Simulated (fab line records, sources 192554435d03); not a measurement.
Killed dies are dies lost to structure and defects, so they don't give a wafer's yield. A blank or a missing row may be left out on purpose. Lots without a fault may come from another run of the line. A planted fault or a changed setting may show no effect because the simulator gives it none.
Problem report in the 8D (eight disciplines) form, filled by code | flow n5_finfet | the parts of the form that need people (team, actions taken, sign-off) are left out

1. THE PROBLEM
run_length_s at N5_BEOL_M13_ILD_DEP_00 reads a mean of 206.1 s on 2 wafers of 2 lots; wafers without a fault read 211.2 s with a standard deviation of 0.48. That is -11 standard deviations from the usual mean.
The step: deposits SiOC from DEMS/O2, target thk 837.92 nm, time 166.4 s.
First seen on wafer L992.2, day 12 08:10, on pecvd-02. The record holds 12 wafers of 4 lots with a number at this step. Rule for "out", or "out of limits": more than 4 standard deviations from the usual mean. The other wafers with a number count as sound.

2. WHAT IT IS AND WHAT IT IS NOT
question                    | is                | is not
which readings at this step | run_length_s      | heater_power_outer_w, heater_power_w, showerhead_plenum_p_Torr, showerhead_vpp_V, throttle_valve_pct
which lots                  | L992, L994        | L104, L988
which wafers of those lots  | L992.2, L994.3    | L992.5, L992.6, L994.1, L994.5
read on which tools         | pecvd-02          | -
when                        | from day 12 08:10 | up to then (5 sound wafers); but 5 sound wafers of L104, L994 came after

3. SUSPECTS, AND WHAT RULES EACH OUT
Counting: a tool at a process step up to the reading stays a suspect if it ran every lot that is out. Sound lots after the first of them don't rule it out here, since some wafers of a struck lot are sound.
- pecvd-02 at N5_BEOL_M13_ILD_DEP_00 (deposits SiOC from DEMS/O2, target thk 837.92 nm, time 166.4 s): kept. It ran every lot that is out, first L992 (day 12 08:10); its last sound lot up to then is L988 (day 10 15:31). Its own readings are out on those wafers: run_length_s.
Left after counting: pecvd-02 at N5_BEOL_M13_ILD_DEP_00.

4. THE CAUSE (what the simulator had put in)
Process parameter drift: pecvd-02, from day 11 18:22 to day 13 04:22, at N5_BEOL_M13_ILD_DEP_00. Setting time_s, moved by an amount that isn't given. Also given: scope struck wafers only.
Counting left only this tool.

5. THE CHAIN OF EFFECTS, in route order
Each row: a reading whose mean over the struck wafers that have a number lies more than 3 standard deviations from the usual. Only readings for which the record gives a usual standard deviation are gone through. hours: the time from each lot's start at the first step in this table that gives one to its start at this step, as a median over the lots. sigmas: the change in usual standard deviations.
hours | step                   | reading      | usual   | on struck wafers | change | sigmas
0     | N5_BEOL_M13_ILD_DEP_00 | run_length_s | 211.2 s | 206.1            | -5.1   | -11
The process steps in it:
- N5_BEOL_M13_ILD_DEP_00: deposits SiOC from DEMS/O2, target thk 837.92 nm, time 166.4 s.

6. WHAT WOULD HAVE CAUGHT IT SOONER
In this record the first reading out of limits was taken at day 12 08:10, 14 hours after the fault began at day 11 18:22.
